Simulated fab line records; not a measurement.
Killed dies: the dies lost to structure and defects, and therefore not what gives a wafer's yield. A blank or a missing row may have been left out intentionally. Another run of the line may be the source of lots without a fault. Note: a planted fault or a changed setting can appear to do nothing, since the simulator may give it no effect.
The same fault as seen by 2 desks -- flow n5 finfet -- only its own numbers are on each desk; what lay behind them is given at the end

== TOOL OWNER'S DESK, rie diel-05 ==
The tool's own readings at N5_BEOL_M6_ETCH_61 (etches SiARC in CF4, target depth 45.5 nm, time 75.8 s): means of the sampled wafers that have a number, for each lot that ran on this tool. Marked OUT: a lot whose mean sits more than 4 standard deviations from the usual mean, which makes it out of limits; the brackets give that distance.
Columns: A = bias w at N5_BEOL_M6_ETCH_61, usual 35.98 W; B = drypump motor current A at N5_BEOL_M6_ETCH_61, usual 5.5 A; C = etch rf on time s at N5_BEOL_M6_ETCH_61, usual 76.0 s; D = oes product au at N5_BEOL_M6_ETCH_61, usual 0.69 a.u.; E = rf vpp V at N5_BEOL_M6_ETCH_61, usual 184.4 V; F = showerhead plenum p Torr at N5_BEOL_M6_ETCH_61, usual 2.15 Torr; G = throttle valve pct at N5_BEOL_M6_ETCH_61, usual 15.51 %
lot,first seen here,A,B,C,D,E,F,G
L284,day 13 03:14,31.92 (-41) OUT,5.8,77.1,0.75,171.2 (-11) OUT,2.16,15.37
L285,day 13 11:13,31.92 (-41) OUT,5.9,80.4,0.71,171.0 (-11) OUT,2.15,15.49
This desk's finding: out of limits on L284, L285; first on L284, day 13 03:14 (bias w at N5_BEOL_M6_ETCH_61). In limits: none.

== FROM THE METROLOGY DESK ==
What the gauges read for every lot (on any tool): the sampled wafers with a number, averaged. Marked OUT: a lot whose mean sits more than 4 standard deviations from the usual mean, which makes it out of limits; the brackets give that distance.
Columns: A = M6_OVL at N5_BEOL_M6_OVL_MEAS_12, usual 0.2 nm
lot,first seen here,A
L269,day 9 08:31,0.3
L270,day 10 03:30,0.1
L271,day 10 10:23,1.0
L284,day 13 03:07,-0.1
L286,day 13 09:46,-1.0
L285,day 13 11:08,-0.5
L287,day 13 12:55,-0.3
L288,day 13 14:51,-0.2
L289,day 14 11:33,0.4
L291,day 14 15:56,-0.2
This desk found nothing out of limits on any of the 10 lots.

== PUT TOGETHER ==
The tool owner's desk could have raised an alarm at day 13 03:14, on L284, L285.
Nothing out of limits was seen by the metrology desk.
The metrology desk holds a record of L284, L285, inside its limits.
N5_BEOL_M6_ETCH_61 was run on rie diel-05 by each of the lots named.

== WHAT HAD BEEN PUT IN BY THE SIMULATOR ==
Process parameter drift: rie diel-05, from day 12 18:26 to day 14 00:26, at N5_BEOL_M6_ETCH_61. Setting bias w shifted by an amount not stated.
Lots struck among those shown: L284, L285.
Hours from the fault's start to each desk's first reading out of limits: the tool owner's desk, 9.
